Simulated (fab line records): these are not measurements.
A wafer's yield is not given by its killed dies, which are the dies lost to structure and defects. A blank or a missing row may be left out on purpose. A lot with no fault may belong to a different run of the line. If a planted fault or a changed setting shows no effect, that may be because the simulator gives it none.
Matching of chambers / flow n5_finfet / N5_BEOL_M9_STRIP_19 on rie_diel-05 has 4 sister chambers
The step strips in O2. 4 wafers are shown with their chamber, then 10 later ones without.

EACH WAFER AND ITS CHAMBER
wafer=L087.2; chamber=0; showerhead_plenum_p_Torr (Torr)=2.05
wafer=L087.6; chamber=2; showerhead_plenum_p_Torr (Torr)=2.06
wafer=L089.1; chamber=3; showerhead_plenum_p_Torr (Torr)=2.14
wafer=L089.4; chamber=1; showerhead_plenum_p_Torr (Torr)=2.02

WAFERS WITHOUT THEIR CHAMBER
wafer=L089.6; showerhead_plenum_p_Torr (Torr)=2.13
wafer=L088.2; showerhead_plenum_p_Torr (Torr)=2.02
wafer=L088.4; showerhead_plenum_p_Torr (Torr)=2.14
wafer=L088.6; showerhead_plenum_p_Torr (Torr)=2.05
wafer=L095.2; showerhead_plenum_p_Torr (Torr)=2.13
wafer=L095.5; showerhead_plenum_p_Torr (Torr)=2.05
wafer=L095.6; showerhead_plenum_p_Torr (Torr)=2.01
wafer=L096.2; showerhead_plenum_p_Torr (Torr)=2.01
wafer=L096.4; showerhead_plenum_p_Torr (Torr)=2.13
wafer=L096.5; showerhead_plenum_p_Torr (Torr)=2.05

WHICH CHAMBER EACH ONE RAN IN
wafer=L089.6; from the rows above=3; in truth=3
wafer=L088.2; from the rows above=1; in truth=1
wafer=L088.4; from the rows above=3; in truth=3
wafer=L088.6; from the rows above=can't be placed: 0 or 2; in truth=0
wafer=L095.2; from the rows above=3; in truth=3
wafer=L095.5; from the rows above=can't be placed: 0 or 2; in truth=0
wafer=L095.6; from the rows above=1; in truth=1
wafer=L096.2; from the rows above=1; in truth=1
wafer=L096.4; from the rows above=3; in truth=3
wafer=L096.5; from the rows above=can't be placed: 0 or 2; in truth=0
Correctly placed: 7 of 10. Unplaceable from these rows: 3, with the true chamber sitting among the candidates in 3. 0 placed wrongly.
How it was worked out, from the rows above alone: a wafer's distance from a chamber is the root of the sum, over the readings, of the square of ((its reading less the chamber's mean) divided by the reading's scatter). If the next closest chamber is less than 2 further off than the closest, the wafer can't be placed; otherwise it belongs to the closest. For every chamber, the mean is computed from those of its wafers that are shown. The scatter: root of mean squared gap, hidden wafer to nearest shown wafer, with one shown wafer a chamber.
